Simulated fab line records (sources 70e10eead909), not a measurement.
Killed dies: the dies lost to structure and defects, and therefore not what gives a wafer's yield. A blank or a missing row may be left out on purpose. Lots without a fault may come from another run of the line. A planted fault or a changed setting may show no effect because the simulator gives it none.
A struck lot beside a sound one / flow nandHarc / 18 steps out of a route of 1159
Sound: the wafers L179.1, L179.3, L179.5. The struck wafers were L182.3, L182.5, L182.6. The cause is given at the end.
For every step that has rows: the tool of each side, followed by ch and its chambers, followed by its first start. Under that, the readings that differ: sound wafers / struck wafers / difference of the means / sigmas: that difference in standard deviations of wafers without a fault.
alike: readings with means less than 2 such deviations apart, plus words and numbers identical on both sides. not compared: withheld readings, readings lacking a value on some wafer, bounds such as >300 that could conceal the same value, and numbers that have no deviation in the record and whose values overlap.
The two part at a step that has a row with sigmas, a row that says differs or no value, or rows on one side only. Numbers that have no deviation but don't overlap get no sigmas and don't part them. Lack of a reading on every wafer of one side parts them only where that side has two or more wafers.

NHARC_P_M2_PRE_CLEAN_32: time 12 s.
  sound on pecvd-03 ch 0,2, day 9 11:53; struck on pecvd-03 ch 0,1, day 10 13:11
  alike: heaterPowerW
  not compared: sinceWetCleanH
NHARC_P_M2_DEP_33: deposits SiCN, target thk 30 nm.
  sound on pecvd-03 ch 0,2, day 9 11:57; struck on pecvd-03 ch 0,1, day 10 13:26
  alike: heaterPowerW
  not compared: sinceWetCleanH
NHARC_P_BONDPAD_DEP_00: deposits SiCN, target thk 250 nm.
  sound on pecvd-03 ch 1,2; struck on pecvd-04 ch 0,1, day 10 13:53
reading=heaterPowerW (W); sound=564 638 649; struck=449 469 500; difference=-144; sigmas=-2
  not compared: sinceWetCleanH
NHARC_P_BONDPAD_CMP_32: polishes SiCN, target thk 200 nm.
  sound on cmp-02 ch 0,1,2, day 9 12:48; struck on cmp-04 ch 0,2,3, day 10 14:15
  alike: motorCurrentA
NHARC_P_BONDPAD_THK_MEAS_33: measures by ellipsometry.
  sound: filmMetro-02 at day 9 13:00; struck: filmMetro-02 at day 10 14:27
  alike: thkNm
then, 7 steps without rows for these wafers: NHARC_P_BONDPAD_SRD_34; NHARC_P_BONDPAD_DEHYDRATE_01 (time 120 s); NHARC_P_BONDPAD_HMDS_02 (time 30 s); NHARC_P_BONDPAD_COAT_36 (time 65 s); NHARC_P_BONDPAD_COAT_03 (resist thk 600 nm); NHARC_P_BONDPAD_SOFTBAKE_04 (time 70 s); NHARC_P_BONDPAD_EBR_05.
NHARC_P_BONDPAD_EXPOSE_06: exposes mask P BPAD.
  sound on krfScanner-03 ch 0, day 9 13:26; struck on krfScanner-03 ch 0, day 10 14:52
reading=exposureDoseMJCm2; sound=37.06 37.02 37.03; struck=53.68 53.64 53.64; difference=+16.62; sigmas=+99 or more
  alike: mask
then, 2 steps without rows for these wafers: NHARC_P_BONDPAD_PEB_07 (peb time 80 s); NHARC_P_BONDPAD_DEVELOP_08 (time 50 s).
NHARC_P_BONDPAD_CD_MEAS_09: target cd 500 nm.
  sound on cdSem-03 ch 0, day 9 13:35; struck on cdSem-02 ch 0
reading=cdNm (nm); sound=499.8 499.1 499.1; struck=511.4 510.8 511.6; difference=+11.9; sigmas=+10
  not compared: hold
NHARC_P_BONDPAD_OVL_MEAS_38:
  sound: overlay-02 at day 9 13:40; struck: overlay-02 at day 10 17:46
reading=hold; sound=- - -; struck=awaitDispo/2.5h/release awaitDispo/2.5h/release awaitDispo/2.5h/release; difference=no value on the sound wafers; sigmas=
  alike: overlayXNm, overlayYNm
-- record jumps: 13 days between struck wafers' starts before vs after; left off in module P_BONDPAD, resumes in module END, first step shown is number 1159 of the route --
NHARC_END_SORT_01:
  sound on prober-02 ch 0, day 22 08:23; struck on prober-02 ch 0, day 23 11:54
reading=killedOpen; sound=6 6 7; struck=2 4 2; difference=-4; sigmas=-2
  alike: defectLimitedYield, killedAtArray, killedAtOther, killedAtPeriphery, killedDies, killedShort, sort_bin_2_pct, sort_bin_3_pct, sort_bin_4_pct, sortNPass, sortRimYieldPct, sortYieldPct

## WHERE THEY PART
At NHARC_P_BONDPAD_DEP_00 first; at NHARC_END_SORT_01 last (within this record only).

WHY: what the simulator had put in
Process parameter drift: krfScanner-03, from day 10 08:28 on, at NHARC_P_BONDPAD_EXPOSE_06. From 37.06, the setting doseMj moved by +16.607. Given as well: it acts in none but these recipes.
